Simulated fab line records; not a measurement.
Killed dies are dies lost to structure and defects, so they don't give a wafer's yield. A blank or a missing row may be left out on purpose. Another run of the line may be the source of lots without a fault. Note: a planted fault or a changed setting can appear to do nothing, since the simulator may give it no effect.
Matching of chambers / flow n5Finfet / N5_BEOL_M9_VIA_ETCH_34 on rieDiel-06: 4 sister chambers
The step etches SiCOH lowk in C4F6/O2, target depth 182.4 nm, time 68.4 s. 4 wafers are shown with their chamber, then 8 later ones without.

## WAFERS, EACH WITH ITS CHAMBER
wafer=L084.1; chamber=1; throttleValvePct (%)=21.3
wafer=L086.4; chamber=2; throttleValvePct (%)=20.8
wafer=L086.6; chamber=3; throttleValvePct (%)=20.4
wafer=L087.1; chamber=0; throttleValvePct (%)=20.8

## WAFERS WHOSE CHAMBER IS MISSING
wafer=L087.4; throttleValvePct (%)=20.8
wafer=L087.6; throttleValvePct (%)=20.8
wafer=L088.1; throttleValvePct (%)=20.8
wafer=L088.4; throttleValvePct (%)=20.8
wafer=L088.5; throttleValvePct (%)=20.4
wafer=L094.1; throttleValvePct (%)=20.9
wafer=L094.4; throttleValvePct (%)=20.4
wafer=L094.5; throttleValvePct (%)=20.8

## WHICH CHAMBER EACH WENT THROUGH
wafer=L087.4; from the rows above=can't be placed: 0 or 2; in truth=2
wafer=L087.6; from the rows above=can't be placed: 0 or 2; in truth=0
wafer=L088.1; from the rows above=can't be placed: 0 or 2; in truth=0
wafer=L088.4; from the rows above=can't be placed: 0 or 2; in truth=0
wafer=L088.5; from the rows above=3; in truth=3
wafer=L094.1; from the rows above=can't be placed: 0 or 2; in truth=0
wafer=L094.4; from the rows above=3; in truth=3
wafer=L094.5; from the rows above=can't be placed: 0 or 2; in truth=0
Placed correctly: 2 of 8. Not placeable from these rows: 6 (in 6, the candidates include the true chamber). Placed wrongly: 0.
How it was worked out, from the rows above alone: a wafer's distance from a chamber is the root of the sum, over the readings, of the square of ((its reading less the chamber's mean) divided by the reading's scatter). If the next closest chamber is less than 2 further off than the closest, the wafer can't be placed; otherwise it belongs to the closest. A chamber's mean is the mean of its shown wafers. The scatter (one wafer shown for each chamber): square how far every hidden wafer sits from the nearest shown wafer, average those squares and take the square root.
